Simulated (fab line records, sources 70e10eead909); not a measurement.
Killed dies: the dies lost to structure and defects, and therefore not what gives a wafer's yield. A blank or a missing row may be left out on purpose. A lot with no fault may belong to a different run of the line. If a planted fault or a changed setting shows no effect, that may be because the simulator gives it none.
Chamber matching    flow nand-harc    NHARC_THIN_TSV_ETCHBACK_48 on rie-diel-12 has 4 sister chambers
The step etches the open film in C4F8/Ar, target depth 1028.5 nm, time 405.17 s. 16 wafers are shown with their chamber, then 8 later ones without.

## WAFERS PAIRED WITH THEIR CHAMBERS
wafer   chamber  rf-vpp-V (V)  oes-product-au (a.u.)
L089.1  2        543           0.92
L089.2  1        541           0.93
L089.3  3        546           0.92
L089.4  0        544           0.94
L089.5  2        544           0.92
L089.6  3        545           0.93
L093.1  0        545           0.94
L093.2  1        544           0.92
L093.3  2        542           0.93
L093.4  3        546           0.94
L093.5  0        544           0.95
L093.6  1        542           0.93
L094.1  1        542           0.92
L094.2  2        543           0.93
L094.3  0        546           0.95
L094.4  3        547           0.94

SIGNATURES (averages over the wafers above)
reading         chamber 0  chamber 1  chamber 2  chamber 3  scatter within a chamber
rf-vpp-V        544.75     542.25     543.00     546.00     0.979
oes-product-au  0.9450     0.9250     0.9250     0.9325     0.00692
Rule: a wafer lies at a distance from a chamber equal to the root of the sum of squares, over the readings, of (its reading less the chamber's mean, divided by the reading's scatter). The wafer belongs to the nearest chamber; if the next one is less than 2 further off, it can't be placed. The scatter: the root of (the sum of the squares of (reading less its chamber's mean) over the shown wafers, divided by (wafers less chambers)).

## WAFERS WITH NO CHAMBER GIVEN
wafer   rf-vpp-V (V)  oes-product-au (a.u.)
L094.5  542           0.93
L094.6  546           0.93
L095.1  543           0.92
L095.2  547           0.93
L095.3  545           0.94
L095.4  541           0.92
L095.5  546           0.94
L095.6  545           0.95

## CHAMBER TAKEN BY EACH
wafer   from the rows above      in truth
L094.5  can't be placed: 1 or 2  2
L094.6  3                        3
L095.1  can't be placed: 2 or 1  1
L095.2  3                        3
L095.3  can't be placed: 0 or 3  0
L095.4  can't be placed: 1 or 2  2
L095.5  can't be placed: 3 or 0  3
L095.6  can't be placed: 0 or 3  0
2 of 8 placed correctly. These rows do not allow placing 6 (true chamber among the candidates in 6). Placed wrongly: 0.
